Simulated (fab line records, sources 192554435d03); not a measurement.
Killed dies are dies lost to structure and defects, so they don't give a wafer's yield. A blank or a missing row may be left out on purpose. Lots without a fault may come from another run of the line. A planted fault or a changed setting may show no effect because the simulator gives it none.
fab line records | flow n5_finfet
record lots=24 wafers=72 last_day=18
route steps=1938 shown BEOL_M8@1345 BEOL_M9@1404
lots that met no fault: from a run of the same line without faults
start_h: hours from the record's first day to the start of the lot's first wafer shown | wait_h: hours since the lot's step before | " the same as in the row above | L1.1+2: a row that stands for several wafers | - no value, or no start given | * or withheld: withheld | < > ~ a bound
route shown NAME@n: a module of which the file shows steps, and the number in the route of the first | usual: mean/standard deviation of fault-free wafers | same: alike in all rows | chamber/n: place in a boat | sites: the reading at each site | _std_site: their standard deviation | _edge_site: outer sites' mean less inner sites' | radius_mm: how far each site lies from the wafer's centre | mask NAME#n: copy n | behind: the tool/chamber that last shaped the wafer | hold: why the lot was held/for how many hours/how that ended | device: the transistor (n, p or np) that didn't switch | end of line: the same wafers' tests at the end of the route | a step without rows: its recipe alone | killed: dies lost to structure and defects at the first sort, not the wafer's yield | map: a wafer's dies, x killed, . not, _ none there
set.NAME: the setting as run; set.NAME@STEP: as run at that earlier step | model.NAME: the simulator's own value behind a step, which no gauge read
steps of the route over a sample of lots; a table a step, a row a wafer
services: from which hour (start_h, from the record's first day; less than 0 if before it) a tool's chamber was out of use, for how many hours, and why
## steps
# step N5_BEOL_M8_CD_MEAS_11
# recipe target_cd_nm=38.5 landing_energy_ev=500 detector=se_inlens polarity=opening
# usual cd_nm=38.6/0.4
# columns lot.wafer tool chamber start_h wait_h cd_nm
L076.1 cd_sem-02 0 200.25 - 38.7
L076.2 " 0 " " 38.4
L076.4 " 0 " " 39.1
L074.2 cd_sem-02 0 202.31 - 38.7
L074.3 " 0 " " 38.7
L074.4 " 0 " " 38.8
L077.1 cd_sem-02 0 217.48 - 38.2
L077.4 " 0 " " 39.5
L077.6 " 0 " " 39.0
L075.3 cd_sem-01 0 218.33 - 37.7
L075.4 " 0 " " 38.8
L075.5 " 0 " " 38.5
L078.3 cd_sem-01 0 224.59 - 38.7
L078.5 " 0 " " 38.1
L078.6 " 0 " " 38.7
L079.1 cd_sem-01 0 232.02 - 38.6
L079.2 " 0 " " 38.6
L079.6 " 0 " " 38.9
L081.2 cd_sem-03 0 242.87 - 38.2
L081.4 " 0 " " 38.4
L081.5 " 0 " " 38.3
L082.4 cd_sem-02 0 243.40 - 38.2
L082.5 " 0 " " 38.3
L082.6 " 0 " " 38.3
L083.1 cd_sem-03 0 250.90 - 38.9
L083.2 " 0 " " 38.8
L083.6 " 0 " " 38.0
L080.1 cd_sem-01 0 251.07 - 38.6
L080.2 " 0 " " 39.5
L080.4 " 0 " " 38.6
L084.3 cd_sem-03 0 258.48 - 38.3
L084.5 " 0 " " 38.4
L084.6 " 0 " " 38.9
L085.1 cd_sem-02 0 268.81 - 38.5
L085.3 " 0 " " 38.1
L085.5 " 0 " " 38.7
L086.1 cd_sem-02 0 282.88 - 38.9
L086.2 " 0 " " 37.9
L086.3 " 0 " " 38.3
L087.1 cd_sem-03 0 290.49 - 38.8
L087.3 " 0 " " 37.9
L087.4 " 0 " " 38.1
L088.1 cd_sem-03 0 293.41 - 38.9
L088.4 " 0 " " 38.9
L088.5 " 0 " " 39.0
L090.3 cd_sem-02 0 297.38 - 38.6
L090.4 " 0 " " 38.6
L090.6 " 0 " " 38.3
L091.2 cd_sem-03 0 301.42 - 38.3
L091.3 " 0 " " 38.9
L091.6 " 0 " " 38.4
L089.3 cd_sem-03 0 308.59 - 38.5
L089.5 " 0 " " 38.1
L089.6 " 0 " " 38.8
L092.2 cd_sem-03 0 314.67 - 38.3
L092.3 " 0 " " 38.3
L092.4 " 0 " " 38.1
L094.1 cd_sem-02 0 316.04 - 39.3
L094.2 " 0 " " 38.7
L094.4 " 0 " " 38.6
L093.1 cd_sem-02 0 318.85 - 38.7
L093.2 " 0 " " 38.6
L093.4 " 0 " " 39.0
L095.2 cd_sem-01 0 326.17 - 38.3
L095.3 " 0 " " 39.3
L095.4 " 0 " " 39.0
L096.3 cd_sem-01 0 339.90 - 37.8
L096.5 " 0 " " 39.0
L096.6 " 0 " " 38.9
L097.1 cd_sem-01 0 346.69 - 39.1
L097.4 " 0 " " 38.5
L097.5 " 0 " " 38.8
# step N5_BEOL_M8_ETCH_66
# recipe chemistry=N2/H2 target=SOC target_depth_a=800 overetch_a=160 mask_material=SiARC temp_c=40 time_s=120 ion_energy_ev=200 pressure_mtorr=30 source_w=840 bias_w=150 n2_flow_sccm=200 h2_flow_sccm=200
# usual drypump_motor_current_A=5.6/0.41 oes_product_au=0.61/0.059 rf_vpp_V=524.0/2.4 showerhead_plenum_p_Torr=2.55/0.085 throttle_valve_pct=17.73/0.18
# columns lot.wafer tool chamber start_h wait_h drypump_motor_current_A oes_product_au rf_hours_counter_h rf_vpp_V showerhead_plenum_p_Torr throttle_valve_pct
L076.1 rie_diel-05 1 201.48 0.0 5.4 0.74 5 522.1 2.51 17.74
L076.2 " 2 " " 5.8 0.54 204 525.5 2.62 17.38
L076.4 " 3 " " 5.7 0.54 216 522.8 2.50 17.57
L074.2 rie_diel-05 2 203.49 0.0 5.8 0.53 205 526.3 2.62 17.37
L074.3 " 0 " " 5.6 0.66 59 528.1 2.70 17.79
L074.4 " 3 " " 5.7 0.54 216 522.6 2.50 17.56
L077.1 rie_diel-02 3 219.40 0.0 5.5 0.66 55 522.6 2.48 17.84
L077.4 " 0 " " 5.4 0.60 128 525.8 2.56 17.60
L077.6 " 3 " " 5.5 0.66 - 523.0 2.48 17.84
L075.3 rie_diel-04 0 219.59 0.0 5.9 0.58 185 523.9 2.54 17.73
L075.4 " 2 " " 5.7 0.56 190 528.4 2.63 18.09
L075.5 " 0 " " 5.9 0.57 - 522.3 2.54 17.73
L078.3 rie_diel-02 2 226.05 0.0 6.6 0.56 170 521.4 2.42 17.73
L078.5 " 0 " " 5.4 0.60 - 523.4 2.55 17.60
L078.6 " 1 " " 5.4 0.68 - 525.8 2.61 17.84
L079.1 rie_diel-05 3 234.43 0.0 5.7 0.53 224 522.8 2.49 17.57
L079.2 " 1 " " 5.4 0.70 15 521.8 2.50 17.76
L079.6 " 3 " " 5.7 0.54 - 523.0 2.49 17.57
L081.2 rie_diel-02 0 244.76 0.0 5.4 0.59 136 523.7 2.55 17.63
L081.4 " 3 " " 5.5 0.66 64 521.8 2.48 17.87
L081.5 " 3 " " 5.5 0.65 - 522.7 2.48 17.86
L082.4 rie_diel-04 3 245.23 0.0 5.0 0.66 59 527.1 2.69 17.65
L082.5 " 3 " " 5.0 0.67 - 527.2 2.69 17.65
L082.6 " 2 " " 5.7 0.56 - 526.7 2.62 18.11
L083.1 rie_diel-02 0 252.30 0.0 5.4 0.59 140 523.3 2.55 17.62
L083.2 " 1 " " 5.4 0.66 29 525.8 2.60 17.86
L083.6 " 3 " " 5.5 0.65 - 521.7 2.48 17.87
L080.1 rie_diel-05 3 254.43 0.0 5.7 0.53 234 523.1 2.49 17.61
L080.2 " 1 " " 5.4 0.70 23 524.2 2.50 17.77
L080.4 " 0 " " 5.6 0.63 77 527.2 2.70 17.81
L084.3 rie_diel-05 2 260.81 0.0 5.8 0.52 224 526.1 2.61 17.40
L084.5 " 1 " " 5.4 0.69 - 522.2 2.50 17.79
L084.6 " 2 " " 5.8 0.52 - 526.5 2.61 17.41
L085.1 rie_diel-02 1 270.59 0.0 5.4 0.66 34 524.0 2.60 17.88
L085.3 " 0 " " 5.4 0.59 145 524.2 2.55 17.63
L085.5 " 3 " " 5.5 0.64 - 522.8 2.47 17.88
L086.1 rie_diel-05 0 284.00 0.0 5.6 0.63 86 526.1 2.69 17.82
L086.2 " 2 " " 5.8 0.52 232 525.3 2.61 17.42
L086.3 " 3 " " 5.7 0.53 243 523.3 2.48 17.62
L087.1 rie_diel-02 0 292.19 0.0 5.4 0.58 152 524.4 2.55 17.65
L087.3 " 3 " " 5.5 0.64 81 521.0 2.47 17.88
L087.4 " 1 " " 5.4 0.65 41 525.8 2.60 17.86
L088.1 rie_diel-02 0 296.00 0.0 5.4 0.58 153 523.4 2.54 17.65
L088.4 " 1 " " 5.4 0.64 42 525.3 2.60 17.88
L088.5 " 1 " " 5.4 0.65 - 524.8 2.60 17.88
L090.3 rie_diel-04 0 300.29 0.0 5.9 0.56 215 523.2 2.53 17.78
L090.4 " 3 " " 5.0 0.65 80 526.8 2.68 17.69
L090.6 " 3 " " 5.0 0.65 - 527.2 2.68 17.66
L091.2 rie_diel-05 2 304.15 0.0 5.8 0.52 238 526.3 2.60 17.44
L091.3 " 0 " " 5.6 0.63 93 528.7 2.69 17.86
L091.6 " 1 " " 5.4 0.68 - 522.7 2.49 17.82
L089.3 rie_diel-02 0 310.25 0.0 5.4 0.58 158 523.5 2.54 17.66
L089.5 " 1 " " 5.4 0.64 - 524.6 2.60 17.89
L089.6 " 2 " " 6.6 0.55 - 521.0 2.41 17.78
L092.2 rie_diel-02 1 315.90 0.0 5.4 0.64 50 525.2 2.60 17.90
L092.3 " 2 " " 6.6 0.56 201 520.8 2.41 17.79
L092.4 " 0 " " 5.4 0.58 - 523.4 2.54 17.67
L094.1 rie_diel-04 2 317.45 0.0 5.7 0.54 223 525.1 2.61 18.16
L094.2 " 0 " " 5.9 0.55 219 523.5 2.52 17.77
L094.4 " 3 " " 5.0 0.64 85 528.1 2.68 17.68
L093.1 rie_diel-04 3 320.48 0.0 5.0 0.64 87 527.6 2.68 17.68
L093.2 " 2 " " 5.7 0.54 225 525.5 2.61 18.14
L093.4 " 1 " " 5.4 0.65 54 522.7 2.50 17.56
L095.2 rie_diel-05 2 327.74 0.0 5.8 0.52 250 526.4 2.60 17.43
L095.3 " 1 " " 5.4 0.65 51 522.2 2.49 17.83
L095.4 " 0 " " 5.6 0.61 105 526.9 2.68 17.87
L096.3 rie_diel-02 1 344.59 0.0 5.4 0.62 61 525.7 2.59 17.90
L096.5 " 3 " " 5.5 0.63 - 520.9 2.47 17.93
L096.6 " 2 " " 6.6 0.55 - 518.9 2.40 17.79
L097.1 rie_diel-02 3 351.55 0.0 5.5 0.63 98 522.8 2.46 17.92
L097.4 " 1 " " 5.4 0.63 63 526.1 2.59 17.91
L097.5 " 0 " " 5.4 0.57 - 524.7 2.54 17.68
# step N5_BEOL_M8_TRENCH_ETCH_37
# recipe chemistry=C4F6/O2 target_depth_a=934.78 target=SiCOH_lowk time_s=31.2 ion_energy_ev=250 pressure_mtorr=30 source_w=345 bias_w=185 Ar_flow_sccm=300 C4F6_flow_sccm=10 O2_flow_sccm=10
# usual drypump_motor_current_A=5.6/0.41 oes_ar_750_au=0.79/0.076 oes_product_au=0.79/0.08 rf_vpp_V=664/12 showerhead_plenum_p_Torr=2.85/0.085 throttle_valve_pct=20.81/0.19
# columns lot.wafer tool chamber start_h wait_h drypump_motor_current_A oes_ar_750_au oes_product_au rf_hours_counter_h rf_vpp_V showerhead_plenum_p_Torr throttle_valve_pct
L076.1 rie_diel-05 1 - - 5.4 0.96 0.97 5 666 2.79 20.77
L076.2 " 2 " " 5.8 0.71 0.69 204 656 2.93 20.52
L076.4 " 3 " " 5.7 0.70 0.70 216 685 2.82 20.81
L074.2 rie_diel-05 2 - - 5.8 0.70 0.71 205 655 2.93 20.56
L074.3 " 0 " " 5.6 0.84 0.85 59 667 2.97 20.61
L074.4 " 3 " " 5.7 0.70 0.70 216 687 2.82 20.80
L077.1 rie_diel-02 3 - - 5.5 0.87 0.85 55 642 2.80 21.04
L077.4 " 0 " " 5.4 0.78 0.78 128 663 2.86 20.71
L077.6 " 3 " " 5.5 0.87 0.86 - 643 2.80 21.02
L075.3 rie_diel-04 0 - - 5.9 0.74 0.74 185 666 2.83 20.76
L075.4 " 2 " " 5.7 0.75 0.73 190 645 2.96 21.17
L075.5 " 0 " " 5.9 0.74 0.75 - 665 2.83 20.76
L078.3 rie_diel-02 2 - - 6.6 0.74 0.75 171 667 2.72 20.79
L078.5 " 0 " " 5.4 0.77 0.78 - 665 2.86 20.73
L078.6 " 1 " " 5.4 0.88 0.89 - 681 2.91 20.96
L079.1 rie_diel-05 3 - - 5.7 0.70 0.69 224 685 2.81 20.82
L079.2 " 1 " " 5.4 0.92 0.93 15 666 2.79 20.78
L079.6 " 3 " " 5.7 0.69 0.69 - 687 2.81 20.81
L081.2 rie_diel-02 0 - - 5.4 0.77 0.78 136 664 2.86 20.72
L081.4 " 3 " " 5.5 0.85 0.85 64 642 2.79 21.06
L081.5 " 3 " " 5.5 0.85 0.85 - 641 2.79 21.05
L082.4 rie_diel-04 3 - - 5.0 0.88 0.87 60 666 3.02 20.77
L082.5 " 3 " " 5.0 0.88 0.87 - 668 3.02 20.74
L082.6 " 2 " " 5.7 0.74 0.72 - 645 2.95 21.19
L083.1 rie_diel-02 0 - - 5.4 0.77 0.76 140 664 2.85 20.72
L083.2 " 1 " " 5.4 0.87 0.86 29 680 2.91 20.96
L083.6 " 3 " " 5.5 0.85 0.84 - 641 2.79 21.05
L080.1 rie_diel-05 3 - - 5.7 0.69 0.68 234 686 2.81 20.83
L080.2 " 1 " " 5.4 0.90 0.93 23 666 2.78 20.80
L080.4 " 0 " " 5.6 0.82 0.82 77 668 2.96 20.65
L084.3 rie_diel-05 2 - - 5.8 0.69 0.68 224 655 2.92 20.55
L084.5 " 1 " " 5.4 0.90 0.92 - 666 2.78 20.80
L084.6 " 2 " " 5.8 0.69 0.68 - 656 2.92 20.55
L085.1 rie_diel-02 1 - - 5.4 0.85 0.87 34 681 2.90 21.00
L085.3 " 0 " " 5.4 0.77 0.76 145 666 2.85 20.74
L085.5 " 3 " " 5.5 0.85 0.83 - 641 2.79 21.06
L086.1 rie_diel-05 0 - - 5.6 0.81 0.81 86 667 2.96 20.67
L086.2 " 2 " " 5.8 0.68 0.67 232 657 2.92 20.56
L086.3 " 3 " " 5.7 0.68 0.68 243 685 2.81 20.86
L087.1 rie_diel-02 0 - - 5.4 0.76 0.76 152 665 2.85 20.74
L087.3 " 3 " " 5.5 0.84 0.83 81 643 2.78 21.07
L087.4 " 1 " " 5.4 0.84 0.85 41 683 2.90 21.00
L088.1 rie_diel-02 0 - - 5.4 0.75 0.77 153 665 2.85 20.76
L088.4 " 1 " " 5.4 0.84 0.85 42 681 2.90 21.00
L088.5 " 1 " " 5.4 0.84 0.85 - 681 2.90 20.99
L090.3 rie_diel-04 0 - - 5.9 0.72 0.71 215 665 2.81 20.81
L090.4 " 3 " " 5.0 0.85 0.83 80 666 3.01 20.79
L090.6 " 3 " " 5.0 0.84 0.83 - 664 3.01 20.77
L091.2 rie_diel-05 2 - - 5.8 0.68 0.67 238 655 2.92 20.57
L091.3 " 0 " " 5.6 0.81 0.81 93 667 2.95 20.67
L091.6 " 1 " " 5.4 0.88 0.90 - 667 2.78 20.82
L089.3 rie_diel-02 0 - - 5.4 0.75 0.76 158 665 2.85 20.76
L089.5 " 1 " " 5.4 0.84 0.84 - 681 2.90 21.02
L089.6 " 2 " " 6.6 0.72 0.72 - 669 2.71 20.84
L092.2 rie_diel-02 1 - - 5.4 0.83 0.84 50 680 2.90 21.01
L092.3 " 2 " " 6.6 0.71 0.72 201 669 2.71 20.85
L092.4 " 0 " " 5.4 0.75 0.74 - 664 2.84 20.76
L094.1 rie_diel-04 2 - - 5.7 0.72 0.71 223 646 2.94 21.22
L094.2 " 0 " " 5.9 0.71 0.72 219 667 2.81 20.82
L094.4 " 3 " " 5.0 0.85 0.83 85 667 3.00 20.77
L093.1 rie_diel-04 3 - - 5.0 0.84 0.83 87 666 3.00 20.78
L093.2 " 2 " " 5.7 0.72 0.70 225 645 2.94 21.22
L093.4 " 1 " " 5.4 0.84 0.82 54 654 2.77 20.46
L095.2 rie_diel-05 2 - - 5.8 0.67 0.66 250 656 2.91 20.61
L095.3 " 1 " " 5.4 0.86 0.88 51 667 2.77 20.84
L095.4 " 0 " " 5.6 0.79 0.80 105 669 2.95 20.69
L096.3 rie_diel-02 1 - - 5.4 0.81 0.84 61 680 2.89 21.04
L096.5 " 3 " " 5.5 0.82 0.80 - 643 2.78 21.08
L096.6 " 2 " " 6.6 0.70 0.71 - 667 2.70 20.86
L097.1 rie_diel-02 3 - - 5.5 0.82 0.81 98 641 2.78 21.09
L097.4 " 1 " " 5.4 0.82 0.82 63 680 2.89 21.03
L097.5 " 0 " " 5.4 0.74 0.74 - 664 2.84 20.77
# step N5_BEOL_M8_INSPECT_58
# recipe inspect_instrument=darkfield mode=post_dep
# usual raw_defect_count=72/24
# columns lot.wafer tool chamber start_h wait_h raw_defect_count
L076.1 defect_inspect-01 - 208.16 0.0 91
L076.2 " - " " 95
L076.4 " - " " 50
L074.2 defect_inspect-01 - 210.83 0.0 37
L074.3 " - " " 26
L074.4 " - " " 22
L077.1 defect_inspect-01 - 222.27 0.0 112
L077.4 " - " " 103
L077.6 " - " " 78
L075.3 defect_inspect-02 - 224.42 0.0 62
L075.4 " - " " 106
L075.5 " - " " 76
L078.3 defect_inspect-01 - 229.61 0.0 108
L078.5 " - " " 67
L078.6 " - " " 50
L079.1 defect_inspect-01 - 238.79 0.0 63
L079.2 " - " " 52
L079.6 " - " " 56
L081.2 defect_inspect-02 - 247.68 0.0 93
L081.4 " - " " 61
L081.5 " - " " 47
L082.4 defect_inspect-01 - 248.32 0.0 44
L082.5 " - " " 37
L082.6 " - " " 79
L083.1 defect_inspect-01 - 256.49 0.0 82
L083.2 " - " " 111
L083.6 " - " " 49
L080.1 defect_inspect-02 - 259.36 0.0 70
L080.2 " - " " 76
L080.4 " - " " 65
L084.3 defect_inspect-01 - 264.94 0.0 81
L084.5 " - " " 37
L084.6 " - " " 90
L085.1 defect_inspect-01 - 275.45 0.0 62
L085.3 " - " " 42
L085.5 " - " " 87
L086.1 defect_inspect-01 - 286.66 0.0 44
L086.2 " - " " 52
L086.3 " - " " 72
L087.1 defect_inspect-02 - 294.97 0.0 83
L087.3 " - " " 87
L087.4 " - " " 91
L088.1 defect_inspect-02 - 299.31 0.0 76
L088.4 " - " " 61
L088.5 " - " " 69
L090.3 defect_inspect-02 - 303.12 0.0 100
L090.4 " - " " 67
L090.6 " - " " 70
L091.2 defect_inspect-02 - 307.93 0.0 72
L091.3 " - " " 114
L091.6 " - " " 110
L089.3 defect_inspect-02 - 313.15 0.0 58
L089.5 " - " " 70
L089.6 " - " " 67
L092.2 defect_inspect-02 - 318.95 0.0 57
L092.3 " - " " 93
L092.4 " - " " 105
L094.1 defect_inspect-01 - 320.62 0.0 118
L094.2 " - " " 56
L094.4 " - " " 48
L093.1 defect_inspect-02 - 324.52 0.0 62
L093.2 " - " " 72
L093.4 " - " " 97
L095.2 defect_inspect-02 - 331.72 0.0 58
L095.3 " - " " 45
L095.4 " - " " 84
L096.3 defect_inspect-02 - 348.44 0.0 62
L096.5 " - " " 163
L096.6 " - " " 90
L097.1 defect_inspect-01 - 354.43 0.0 50
L097.4 " - " " 63
L097.5 " - " " 45
# step N5_BEOL_M9_PECVD_70
# recipe material=SiO2 target_thk_a=200 temp_c=400 precursor=TEOS/O2 pressure_torr=5.5 rf_w=450 teos_flow_sccm=53.8 gas=O2 flow_sccm=3000 time_s=22.7
# usual heater_power_w=772/150 showerhead_plenum_p_Torr=8.81/0.06 throttle_valve_pct=22.5/0.68
# columns lot.wafer tool chamber start_h wait_h heater_power_w showerhead_plenum_p_Torr throttle_valve_pct
L076.1 pecvd-02 1 208.82 0.0 849 8.78 21.6
L076.2 " 0 " " 996 8.76 23.1
L076.4 " 2 " " 754 8.86 22.6
L074.2 pecvd-04 0 211.49 0.0 674 8.83 21.7
L074.3 " 1 " " 742 8.79 22.1
L074.4 " 2 " " 771 8.73 22.1
L077.1 pecvd-03 1 222.99 0.0 759 8.81 23.0
L077.4 " 1 " " 778 8.83 22.4
L077.6 " 1 " " 776 8.83 22.8
L075.3 pecvd-03 0 225.13 0.1 688 8.94 22.7
L075.4 " 1 " " 765 8.81 23.0
L075.5 " 1 " " 743 8.81 23.0
L078.3 pecvd-03 1 230.38 0.1 723 8.79 22.6
L078.5 " 1 " " 692 8.81 22.7
L078.6 " 0 " " 679 8.93 22.7
L079.1 pecvd-04 1 239.45 0.0 779 8.80 22.2
L079.2 " 2 " " 700 8.79 22.5
L079.6 " 1 " " 765 8.80 22.3
L081.2 pecvd-04 1 248.34 0.0 749 8.80 22.0
L081.4 " 1 " " 741 8.79 22.0
L081.5 " 0 " " 599 8.82 22.0
L082.4 pecvd-04 0 249.48 0.1 635 8.81 21.8
L082.5 " 2 " " 695 8.75 22.6
L082.6 " 1 " " 786 8.78 22.4
L083.1 pecvd-02 0 257.15 0.0 999 8.76 23.1
L083.2 " 2 " " 645 8.88 23.1
L083.6 " 0 " " 985 8.79 23.1
L080.1 pecvd-02 1 260.02 0.0 971 8.80 21.6
L080.2 " 0 " " 999 8.76 23.4
L080.4 " 1 " " 994 8.80 21.4
L084.3 pecvd-02 1 265.60 0.0 1014 8.79 21.3
L084.5 " 0 " " 938 8.77 23.2
L084.6 " 1 " " 1009 8.80 20.9
L085.1 pecvd-02 2 276.42 0.0 639 8.87 23.1
L085.3 " 1 " " 1032 8.80 21.4
L085.5 " 0 " " 1007 8.76 23.0
L086.1 pecvd-03 0 287.32 0.0 647 8.91 23.0
L086.2 " 1 " " 766 8.81 22.9
L086.3 " 2 " " 479 8.68 21.4
L087.1 pecvd-03 2 295.63 0.0 499 8.68 21.7
L087.3 " 2 " " 502 8.67 21.6
L087.4 " 1 " " 761 8.83 22.6
L088.1 pecvd-02 0 299.98 0.0 919 8.77 23.2
L088.4 " 1 " " 1084 8.78 21.4
L088.5 " 2 " " 791 8.85 23.1
L090.3 pecvd-02 0 303.78 0.0 916 8.76 23.2
L090.4 " 0 " " 918 8.75 23.1
L090.6 " 1 " " 1026 8.77 21.6
L091.2 pecvd-04 0 308.60 0.0 634 8.82 21.8
L091.3 " 1 " " 730 8.79 22.4
L091.6 " 1 " " 727 8.79 22.3
L089.3 pecvd-02 2 313.81 0.0 735 8.86 23.3
L089.5 " 1 " " 1025 8.77 21.4
L089.6 " 2 " " 736 8.83 23.5
L092.2 pecvd-03 2 319.61 0.0 510 8.70 21.8
L092.3 " 0 " " 737 8.91 23.2
L092.4 " 2 " " 515 8.66 21.6
L094.1 pecvd-04 0 321.29 0.0 671 8.82 21.8
L094.2 " 2 " " 625 8.75 22.6
L094.4 " 2 " " 627 8.77 22.5
L093.1 pecvd-02 1 325.18 0.0 1075 8.79 21.0
L093.2 " 0 " " 961 8.75 23.1
L093.4 " 0 " " 938 8.78 23.4
L095.2 pecvd-02 2 332.86 0.0 775 8.91 23.3
L095.3 " 0 " " 927 8.79 23.5
L095.4 " 0 " " 972 8.78 22.9
L096.3 pecvd-03 1 349.10 0.0 812 8.79 22.8
L096.5 " 2 " " 471 8.69 21.7
L096.6 " 1 " " 791 8.80 23.0
L097.1 pecvd-04 1 355.10 0.0 761 8.78 22.3
L097.4 " 1 " " 774 8.78 22.4
L097.5 " 0 " " 597 8.82 22.0
# step N5_BEOL_M9_INSPECT_13
# recipe mode=adi inspect_instrument=brightfield
# usual raw_defect_count=406/83
# columns lot.wafer tool chamber start_h wait_h raw_defect_count
L076.1 defect_inspect-02 - 210.32 0.0 438
L076.2 " - " " 460
L076.4 " - " " 376
L074.2 defect_inspect-02 - 212.23 0.0 278
L074.3 " - " " 198
L074.4 " - " " 212
L077.1 defect_inspect-02 - 225.73 0.0 444
L077.4 " - " " 440
L077.6 " - " " 439
L075.3 defect_inspect-02 - 226.38 0.0 369
L075.4 " - " " 444
L075.5 " - " " 343
L078.3 defect_inspect-01 - 231.85 0.0 373
L078.5 " - " " 350
L078.6 " - " " 390
L079.1 defect_inspect-01 - 240.63 0.0 415
L079.2 " - " " 453
L079.6 " - " " 408
L081.2 defect_inspect-01 - 250.74 0.0 328
L081.4 " - " " 310
L081.5 " - " " 307
L082.4 defect_inspect-01 - 251.10 0.0 365
L082.5 " - " " 506
L082.6 " - " " 539
L083.1 defect_inspect-02 - 258.66 0.0 514
L083.2 " - " " 378
L083.6 " - " " 348
L080.1 defect_inspect-01 - 261.77 0.0 414
L080.2 " - " " 452
L080.4 " - " " 400
L084.3 defect_inspect-02 - 266.37 0.0 363
L084.5 " - " " 277
L084.6 " - " " 403
L085.1 defect_inspect-01 - 277.60 0.0 353
L085.3 " - " " 324
L085.5 " - " " 356
L086.1 defect_inspect-02 - 288.02 0.0 460
L086.2 " - " " 546
L086.3 " - " " 442
L087.1 defect_inspect-02 - 297.12 0.0 499
L087.3 " - " " 424
L087.4 " - " " 346
L088.1 defect_inspect-01 - 301.04 0.0 374
L088.4 " - " " 310
L088.5 " - " " 402
L090.3 defect_inspect-02 - 304.59 0.0 568
L090.4 " - " " 537
L090.6 " - " " 444
L091.2 defect_inspect-02 - 310.94 0.0 405
L091.3 " - " " 485
L091.6 " - " " 609
L089.3 defect_inspect-02 - 315.26 0.0 423
L089.5 " - " " 388
L089.6 " - " " 343
L092.2 defect_inspect-02 - 320.59 0.0 263
L092.3 " - " " 338
L092.4 " - " " 384
L094.1 defect_inspect-02 - 322.97 0.0 511
L094.2 " - " " 259
L094.4 " - " " 391
L093.1 defect_inspect-01 - 326.23 0.0 276
L093.2 " - " " 417
L093.4 " - " " 349
L095.2 defect_inspect-01 - 334.56 0.0 454
L095.3 " - " " 438
L095.4 " - " " 387
L096.3 defect_inspect-02 - 350.41 0.0 536
L096.5 " - " " 614
L096.6 " - " " 488
L097.1 defect_inspect-02 - 356.68 0.0 378
L097.4 " - " " 523
L097.5 " - " " 357
## services
# columns tool chamber start_h hours kind
pecvd-02 0 186.88 2.1 scheduled_down
rie_diel-05 3 207.52 3.0 repair
pecvd-03 2 207.63 5.5 scheduled_down
pecvd-02 - 217.46 14.6 pm
pecvd-04 1 220.31 5.5 scheduled_down
pecvd-03 - 261.81 1.5 repair
rie_diel-04 2 266.00 8.9 repair
rie_diel-05 3 304.84 - clean
rie_diel-05 3 304.84 - consumable_replace:focus_ring
rie_diel-05 3 304.84 21.1 scheduled_down
rie_diel-05 3 304.84 21.1 vent_cycle
rie_diel-02 3 307.91 13.1 repair
rie_diel-05 2 328.06 - clean
rie_diel-05 2 328.06 - consumable_replace:focus_ring
rie_diel-05 1 337.55 4.0 repair
rie_diel-05 - 352.42 0.5 repair
## key
fault none
